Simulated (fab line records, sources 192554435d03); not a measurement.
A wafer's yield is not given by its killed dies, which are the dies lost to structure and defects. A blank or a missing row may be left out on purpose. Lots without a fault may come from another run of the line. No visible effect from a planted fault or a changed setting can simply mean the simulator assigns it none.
Split-lot trial	flow n5 finfet	21 wafers read from 7 lots, route of 1938 steps

== SPLIT DETAILS ==
At N5_PASSIVATION_EXPOSE_07 (exposes mask TV, defocus 0 nm, target cd 3000 nm), the setting dose mj was moved away from the recipe's 22.75 on 8 of the 21 wafers read, by +2.3% to +6.8%. All remaining wafers had this setting at the recipe value.

== FROM THE SPLIT TO THE READING: what the file shows between them, 3 steps ==
- N5_PASSIVATION_PEB_08
- N5_PASSIVATION_DEVELOP_09: develop time 60 s
- N5_PASSIVATION_HARDBAKE_11: time 120 s

== THE READING ==
Shown in nm: cd nm at N5_PASSIVATION_CD_MEAS_10, with target cd 3000 nm. Typical for fault-free wafers on this fab line: 2999.2 nm, with standard deviation 2.9 nm.

wafer	tool, chamber at the split	dose mj as run	against the recipe	cd nm, nm	against lot-mates on the recipe
L079.2	krf scanner-02, 0	23.27	+2.3%	3010.3	+10.5
L079.5	krf scanner-02, 0	22.75	recipe	2999.8	-
L079.6	krf scanner-02, 0	23.27	+2.3%	3008.9	+9.1
L080.1	krf scanner-02, 0	24.3	+6.8%	3016.7	+13.6
L080.2	krf scanner-02, 0	22.75	recipe	3003.2	-
L080.3	krf scanner-02, 0	22.75	recipe	3002.9	-
L082.4	krf scanner-02, 0	24.16	+6.2%	3010.1	+10.4
L082.5	krf scanner-02, 0	22.75	recipe	3000.8	-
L082.6	krf scanner-02, 0	22.75	recipe	2998.5	-
L088.1	krf scanner-01, 0	22.75	recipe	3001.2	-
L088.2	krf scanner-01, 0	22.75	recipe	3001.0	-
L088.5	krf scanner-01, 0	22.75	recipe	2998.0	-
L090.1	krf scanner-02, 0	23.39	+2.8%	3002.2	+6.2
L090.3	krf scanner-02, 0	23.39	+2.8%	3003.9	+7.9
L090.4	krf scanner-02, 0	22.75	recipe	2996.0	-
L094.2	krf scanner-01, 0	23.57	+3.6%	3004.9	+11.3
L094.3	krf scanner-01, 0	22.75	recipe	2993.6	-
L094.4	krf scanner-01, 0	23.57	+3.6%	3003.7	+10.1
L097.1	krf scanner-02, 0	22.75	recipe	2996.6	-
L097.2	krf scanner-02, 0	22.75	recipe	2993.5	-
L097.4	krf scanner-02, 0	22.75	recipe	2997.8	-

FIT RESULTS
A straight line over all 21 wafers: cd nm changes by +2.21 nm for each +1% of dose mj; r = +0.82; the points scatter about the line by 3.4 nm.
The same after taking each lot's own level away (the mean of its wafers on the recipe; 21 wafers): +2.2 nm for each +1%; r = +0.91; scatter 2.2 nm.
According to that fit, moving dose mj by its largest amount changes the reading by 15 nm.
Across the lots, their own levels run from 2993.60 to 3003.05 nm, a range of 3.3 times the standard deviation given above.
Consequently the slope shifts little with the lot-to-lot level, the two slopes agreeing.
Check: for one of the wafers moved furthest among these (+6.8%), held out of the fit, the line's prediction against its lot-mates is +16.6 nm. It came out at +13.6 nm against them.

== THE OTHER SPLITS THESE WAFERS WENT THROUGH ==
These wafers also went through other splits before the reading. Each is held against what the fit with the lots' levels taken away leaves over:
other split on the same wafers	wafers away from the commonest value	r with cd nm (lot level and that fit taken away)
N5_BEOL_M13_TRENCH_ETCH_34 time s	8	+0.21
N5_BEOL_M13_SPUTTER_44 power w	6	-0.23
N5_BEOL_M14_SPUTTER_43 power w	8	+0.19
N5_BEOL_M14_SPUTTER_44 power w	9	+0.26
N5_BEOL_M15_ETCH_61 time s	9	+0.16
N5_BEOL_M15_SPUTTER_43 power w	3	+0.05

== FILE'S OWN FIT ==
cd nm changes by +2.14 nm for each +1% of dose mj, r = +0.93.
